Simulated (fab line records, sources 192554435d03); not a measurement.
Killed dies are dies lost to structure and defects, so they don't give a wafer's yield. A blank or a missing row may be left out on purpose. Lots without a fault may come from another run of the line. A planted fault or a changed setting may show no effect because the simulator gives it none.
Split-lot experiment | flow n5_finfet | 7 lots, 39 wafers read, on a route of 1938 steps

THE SPLIT
At N5_SD_EPI_N_EPI_21 (deposits Si:P, time 690 s), the setting epi_growth_time_s was moved away from the recipe's 690 s on 12 of the 39 wafers read, by +29.0% to +58.1%. The other wafers ran this setting at the recipe's value.

FROM THE SPLIT TO THE READING: what the file shows between them, 5 steps
- N5_SD_EPI_N_EPI_MEAS_23
- N5_SD_EPI_N_PRECLEAN_24: cleans in O3/DIW, time 60 s
- N5_SD_EPI_N_SRD_25: time 30 s
- N5_SD_ACTIVATION_RTA_00: time 0 s
- N5_SD_ACTIVATION_LSA_01: time 0.0008 s

THE READING
RS_SD_N, in ohm/sq, at N5_SD_ACTIVATION_RS_MEAS_03 (measures by four-point-probe). Fault-free wafers of this fab line usually give 21.82 ohm/sq, standard deviation 0.29 ohm/sq.

wafer  | tool, chamber at the split | epi_growth_time_s as run, s | against the recipe | RS_SD_N, ohm/sq | against lot-mates on the recipe
L075.1 | epi_rpcvd-01, 0            | 690                         | recipe             | 21.83           | -
L075.2 | epi_rpcvd-01, 0            | 690                         | recipe             | 21.96           | -
L075.3 | epi_rpcvd-01, 0            | 690                         | recipe             | 21.64           | -
L075.4 | epi_rpcvd-01, 0            | 690                         | recipe             | 22.07           | -
L075.5 | epi_rpcvd-01, 0            | 690                         | recipe             | 21.80           | -
L075.6 | epi_rpcvd-01, 0            | 690                         | recipe             | 21.69           | -
L077.1 | epi_rpcvd-03, 0            | 690                         | recipe             | 21.71           | -
L077.2 | epi_rpcvd-03, 0            | 690                         | recipe             | 21.37           | -
L077.3 | epi_rpcvd-03, 0            | 690                         | recipe             | 21.55           | -
L077.4 | epi_rpcvd-03, 0            | 690                         | recipe             | 21.52           | -
L077.5 | epi_rpcvd-03, 0            | 690                         | recipe             | 21.69           | -
L077.6 | epi_rpcvd-03, 0            | 690                         | recipe             | 21.54           | -
L079.1 | epi_rpcvd-02, 0            | 690                         | recipe             | 21.61           | -
L079.2 | epi_rpcvd-02, 0            | 954.4                       | +38.3%             | 17.08           | -4.51
L079.3 | epi_rpcvd-02, 0            | 690                         | recipe             | 21.54           | -
L079.4 | epi_rpcvd-02, 0            | 954.4                       | +38.3%             | 17.05           | -4.54
L079.5 | epi_rpcvd-02, 0            | 690                         | recipe             | 21.63           | -
L079.6 | epi_rpcvd-02, 0            | 954.4                       | +38.3%             | 17.50           | -4.09
L082.1 | epi_rpcvd-01, 0            | 690                         | recipe             | 22.14           | -
L082.2 | epi_rpcvd-01, 0            | 690                         | recipe             | 21.75           | -
L082.3 | epi_rpcvd-01, 0            | 1091                        | +58.1%             | 15.84           | -6.13
L082.4 | epi_rpcvd-01, 0            | 1091                        | +58.1%             | 15.56           | -6.41
L082.5 | epi_rpcvd-01, 0            | 690                         | recipe             | 22.02           | -
L082.6 | epi_rpcvd-01, 0            | 1091                        | +58.1%             | 15.91           | -6.06
L084.1 | epi_rpcvd-03, 0            | 690                         | recipe             | 22.55           | -
L084.2 | epi_rpcvd-03, 0            | 690                         | recipe             | 22.11           | -
L084.5 | epi_rpcvd-03, 0            | 690                         | recipe             | 22.50           | -
L091.1 | epi_rpcvd-01, 0            | 937.1                       | +35.8%             | 17.54           | -4.49
L091.2 | epi_rpcvd-01, 0            | 690                         | recipe             | 21.73           | -
L091.3 | epi_rpcvd-01, 0            | 937.1                       | +35.8%             | 17.76           | -4.27
L091.4 | epi_rpcvd-01, 0            | 937.1                       | +35.8%             | 17.91           | -4.12
L091.5 | epi_rpcvd-01, 0            | 690                         | recipe             | 22.20           | -
L091.6 | epi_rpcvd-01, 0            | 690                         | recipe             | 22.17           | -
L094.1 | epi_rpcvd-03, 0            | 890.4                       | +29.0%             | 18.17           | -3.37
L094.2 | epi_rpcvd-03, 0            | 890.4                       | +29.0%             | 18.22           | -3.32
L094.3 | epi_rpcvd-03, 0            | 690                         | recipe             | 21.37           | -
L094.4 | epi_rpcvd-03, 0            | 690                         | recipe             | 21.67           | -
L094.5 | epi_rpcvd-03, 0            | 890.4                       | +29.0%             | 18.21           | -3.33
L094.6 | epi_rpcvd-03, 0            | 690                         | recipe             | 21.58           | -

THE FIT
A straight line over all 39 wafers: RS_SD_N changes by -0.111 ohm/sq for each +1% of epi_growth_time_s; r = -0.99; the points scatter about the line by 0.33 ohm/sq.
The same after taking each lot's own level away (the mean of its wafers on the recipe; 39 wafers): -0.111 ohm/sq for each +1%; r = -1.00; scatter 0.2 ohm/sq.
On that fit, the largest move of epi_growth_time_s shifts the reading by 6.5 ohm/sq.
The lots' own levels span 21.540 to 22.387 ohm/sq, that is 2.9 times the standard deviation above.
So the lot-to-lot level changes the slope little: the two slopes agree.
Check: with one of the wafers moved furthest among these (+58.1%) left out of the fit, the line predicts -6.56 ohm/sq for it against its lot-mates. It came out at -6.13 ohm/sq against them.

OTHER SPLITS ON THESE WAFERS
These wafers also went through other splits before the reading. Each is held against what the fit with the lots' levels taken away leaves over:
other split on the same wafers | wafers away from the commonest value | r with RS_SD_N (lot level and that fit taken away)
N5_DUMMY_GATE_PECVD_30 time_s  | 15                                   | +0.01

THE WHOLE CHAIN: every reading that the file lists as answering this split, in the file's order
step                        | what it does                 | reading                                                                         | change (the file's fit)               | r (the file's)
N5_SD_EPI_N_EPI_21          | deposits Si:P, time 690 s    | Si-P_of_SD_EPI_N_EPI_21.thk_nm (the simulator's own value, which no gauge read) | +0.393 nm for each +1% of the setting | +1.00
N5_SD_EPI_N_EPI_MEAS_23     |                              | thk_nm                                                                          | withheld for each +1% of the setting  | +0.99
N5_SD_ACTIVATION_RS_MEAS_03 | measures by four-point-probe | RS_SD_N                                                                         | -0.112 for each +1% of the setting    | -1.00

THE FILE'S OWN FIT
RS_SD_N changes by -0.112 ohm/sq for each +1% of epi_growth_time_s, r = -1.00.
